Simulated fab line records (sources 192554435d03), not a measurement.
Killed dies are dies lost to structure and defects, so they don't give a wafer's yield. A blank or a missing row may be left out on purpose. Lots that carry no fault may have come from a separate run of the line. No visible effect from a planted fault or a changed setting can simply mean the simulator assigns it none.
Split-lot experiment | flow n5 finfet | on a route of 1938 steps: 7 lots, 39 wafers read

== SPLIT DETAILS ==
At N5_DUMMY_GATE_EXPOSE_12 (exposes mask GATE, target cd 25 nm), the setting dose mj was moved away from the recipe's 34 on 12 of the 39 wafers read, by -6.9% to +7.5%. All remaining wafers had this setting at the recipe value.

== FROM THE SPLIT TO THE READING: what the file shows between them, 2 steps ==
- N5_DUMMY_GATE_PEB_13: peb time 60 s
- N5_DUMMY_GATE_DEVELOP_14: develop time 30 s

== THE READING ==
At N5_DUMMY_GATE_CD_MEAS_15: cd nm in nanometres, against a target cd of 25.8 nm. A value of 25.00 nm with a standard deviation of 0.25 nm is what fault-free wafers of this fab line usually give.

wafer  | tool, chamber at the split | dose mj as run | against the recipe | cd nm, nm | against lot-mates on the recipe
L074.1 | euv scanner-01, 0          | 36.08          | +6.1%              | 23.85     | -1.02
L074.2 | euv scanner-01, 0          | 36.08          | +6.1%              | 23.49     | -1.38
L074.3 | euv scanner-01, 0          | 34             | recipe             | 24.77     | -
L074.4 | euv scanner-01, 0          | 34             | recipe             | 24.90     | -
L074.5 | euv scanner-01, 0          | 36.08          | +6.1%              | 23.80     | -1.07
L074.6 | euv scanner-01, 0          | 34             | recipe             | 24.93     | -
L084.1 | euv scanner-01, 0          | 34             | recipe             | 25.18     | -
L084.5 | euv scanner-01, 0          | 34             | recipe             | 25.25     | -
L084.6 | euv scanner-01, 0          | 34             | recipe             | 25.23     | -
L085.1 | euv scanner-02, 0          | 34             | recipe             | 25.18     | -
L085.2 | euv scanner-02, 0          | 34             | recipe             | 24.78     | -
L085.3 | euv scanner-02, 0          | 34             | recipe             | 25.03     | -
L085.4 | euv scanner-02, 0          | 34             | recipe             | 24.66     | -
L085.5 | euv scanner-02, 0          | 34             | recipe             | 24.86     | -
L085.6 | euv scanner-02, 0          | 34             | recipe             | 24.69     | -
L086.1 | euv scanner-01, 0          | 34             | recipe             | 24.92     | -
L086.2 | euv scanner-01, 0          | 34             | recipe             | 25.07     | -
L086.3 | euv scanner-01, 0          | 34             | recipe             | 24.56     | -
L086.4 | euv scanner-01, 0          | 34             | recipe             | 24.55     | -
L086.5 | euv scanner-01, 0          | 34             | recipe             | 24.92     | -
L086.6 | euv scanner-01, 0          | 34             | recipe             | 24.46     | -
L087.1 | euv scanner-01, 0          | 31.66          | -6.9%              | 26.06     | +1.24
L087.2 | euv scanner-01, 0          | 31.66          | -6.9%              | 26.13     | +1.31
L087.3 | euv scanner-01, 0          | 34             | recipe             | 24.74     | -
L087.4 | euv scanner-01, 0          | 34             | recipe             | 24.77     | -
L087.5 | euv scanner-01, 0          | 31.66          | -6.9%              | 26.06     | +1.24
L087.6 | euv scanner-01, 0          | 34             | recipe             | 24.96     | -
L089.1 | euv scanner-01, 0          | 34             | recipe             | 25.04     | -
L089.2 | euv scanner-01, 0          | 34             | recipe             | 24.85     | -
L089.3 | euv scanner-01, 0          | 32.23          | -5.2%              | 26.19     | +1.25
L089.4 | euv scanner-01, 0          | 34             | recipe             | 24.94     | -
L089.5 | euv scanner-01, 0          | 32.23          | -5.2%              | 25.94     | +1.00
L089.6 | euv scanner-01, 0          | 32.23          | -5.2%              | 26.00     | +1.06
L095.1 | euv scanner-02, 0          | 34             | recipe             | 25.07     | -
L095.2 | euv scanner-02, 0          | 36.55          | +7.5%              | 23.57     | -1.50
L095.3 | euv scanner-02, 0          | 34             | recipe             | 24.52     | -
L095.4 | euv scanner-02, 0          | 36.55          | +7.5%              | 24.17     | -0.90
L095.5 | euv scanner-02, 0          | 36.55          | +7.5%              | 23.73     | -1.34
L095.6 | euv scanner-02, 0          | 34             | recipe             | 25.62     | -

FIT RESULTS
A straight line over all 39 wafers: cd nm changes by -0.175 nm for each +1% of dose mj; r = -0.93; the points scatter about the line by 0.26 nm.
The same after taking each lot's own level away (the mean of its wafers on the recipe; 39 wafers): -0.183 nm for each +1%; r = -0.96; scatter 0.21 nm.
On that fit, the largest move of dose mj shifts the reading by 1.4 nm.
The lots' own levels span 24.747 to 25.220 nm, that is 1.9 times the standard deviation above.
The two slopes agree, so the slope changes little with the lot-to-lot level.
Check: -1.33 nm against its lot-mates is what the line predicts for one of the wafers moved furthest among these (+7.5%) when that wafer is left out of the fit. It came out at -1.5 nm against them.

== FURTHER SPLITS ON THESE WAFERS ==
These wafers also went through other splits before the reading. Each is held against what the fit with the lots' levels taken away leaves over:
other split on the same wafers        | wafers away from the commonest value | r with cd nm (lot level and that fit taken away)
N5_FIN_SAQP_SPACER1_ALD_24 ald cycles | 9                                    | +0.25

== FILE'S OWN FIT ==
cd nm changes by -0.183 nm for each +1% of dose mj, r = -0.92.
